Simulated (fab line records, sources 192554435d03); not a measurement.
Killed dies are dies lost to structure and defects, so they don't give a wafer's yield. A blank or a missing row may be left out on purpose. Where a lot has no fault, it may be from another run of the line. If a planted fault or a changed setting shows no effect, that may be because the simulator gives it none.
Which tool is to blame? ; flow n5Finfet ; 36 wafers from 12 lots sampled at 4 of the route's 1938 steps

## WHAT THE GAUGES READ, wafer by wafer
N5_BEOL_M4_OVL_MEAS_29.
lot;measured;on;V3_OVL (nm)
L075;day 8 04:29;overlay-02;1.8 1.4 0.9
L078;day 9 05:32;overlay-01;0.8 0.3 0.3
L077;day 9 09:10;overlay-01;0.4 0.7 -0.1
L080;day 9 12:12;overlay-02;-0.8 -0.5 -1.2
L083;day 9 17:16;overlay-02;1.0 1.0 0.8
L085;day 10 20:20;overlay-01;0.3 0.2 0.4
L087;day 11 06:26;overlay-02;-1.2 1.1 -0.2
L091;day 11 22:39;overlay-02;-1.1 1.0 -0.2
L090;day 12 05:26;overlay-02;0.7 -1.5 -0.8
L092;day 12 18:31;overlay-01;-0.3 -0.1 0.6
L095;day 13 09:41;overlay-02;-0.3 0.1 0.1
L096;day 13 20:20;overlay-01;0.8 -0.2 0.9

## WHAT TOOL EACH LOT RAN ON (gives the tool, then ch and the chambers of the sampled wafers, and finally the start)
lot;N5_BEOL_M3_SPUTTER_86;N5_BEOL_M3_ANNEAL_51;N5_BEOL_M4_ETCH_64
L075;pvdSputter-02, day 7 20:25;rtpAnneal-02 ch 0, day 7 21:46;rieDiel-04 ch 0,2, day 8 03:44
L078;pvdSputter-01, day 9 00:49;rtpAnneal-02 ch 0, day 9 02:10;rieDiel-04 ch 0,1,2, day 9 04:47
L077;pvdSputter-03, day 9 03:00;rtpAnneal-01 ch 0, day 9 04:29;rieDiel-06 ch 0,2,3, day 9 08:10
L080;pvdSputter-02, day 9 05:59;rtpAnneal-01 ch 0, day 9 07:19;rieDiel-06 ch 1,2, day 9 11:23
L083;pvdSputter-01, day 9 12:59;rtpAnneal-01 ch 0, day 9 14:17;rieDiel-06 ch 0,1,2, day 9 16:26
L085;pvdSputter-02, day 10 15:11;rtpAnneal-02 ch 0, day 10 16:29;rieDiel-04 ch 2,3, day 10 19:37
L087;pvdSputter-03, day 11 02:10;rtpAnneal-01 ch 0, day 11 03:32;rieDiel-06 ch 1,2,3, day 11 05:38
L091;pvdSputter-02, day 11 17:02;rtpAnneal-02 ch 0, day 11 18:25;rieDiel-02 ch 0,2,3, day 11 21:49
L090;pvdSputter-03, day 12 01:01;rtpAnneal-01 ch 0, day 12 02:24;rieDiel-02 ch 0,3, day 12 04:41
L092;pvdSputter-03, day 12 11:52;rtpAnneal-02 ch 0, day 12 13:09;rieDiel-04 ch 1,2, day 12 17:36
L095;pvdSputter-03, day 13 03:40;rtpAnneal-01 ch 0, day 13 05:01;rieDiel-06 ch 2,3, day 13 08:55
L096;pvdSputter-01, day 13 14:31;rtpAnneal-02 ch 0, day 13 15:56;rieDiel-06 ch 1,2,3, day 13 19:26
- N5_BEOL_M3_SPUTTER_86: material Cu, target thk 4.5 nm, time 8.29 s.
- N5_BEOL_M3_ANNEAL_51: time 90 s.
- N5_BEOL_M4_ETCH_64: etches SOC in N2/H2, target depth 75 nm, overetch 22.5 nm, time 121.9 s.

## THE ANSWER, worked out from the rows above alone
Rule: the usual values come from the lots themselves. The widest of any qualifying gaps counts: lots, ordered by their means at a reading, are off when they make up no more than a third of the lots, leave a main group of 4 or more, and stand apart from it by 3 or more times the standard deviation of that group's means. A main group is skipped when, at the precision printed for the reading in the tables above, its means are all equal. A lot without any number at a reading at which 4 lots or more have one is off too. The other lots that the step has rows for count as sound.
None of the lots is off at any reading shown; this tells nothing.

## WHAT HAD BEEN PUT IN BY THE SIMULATOR
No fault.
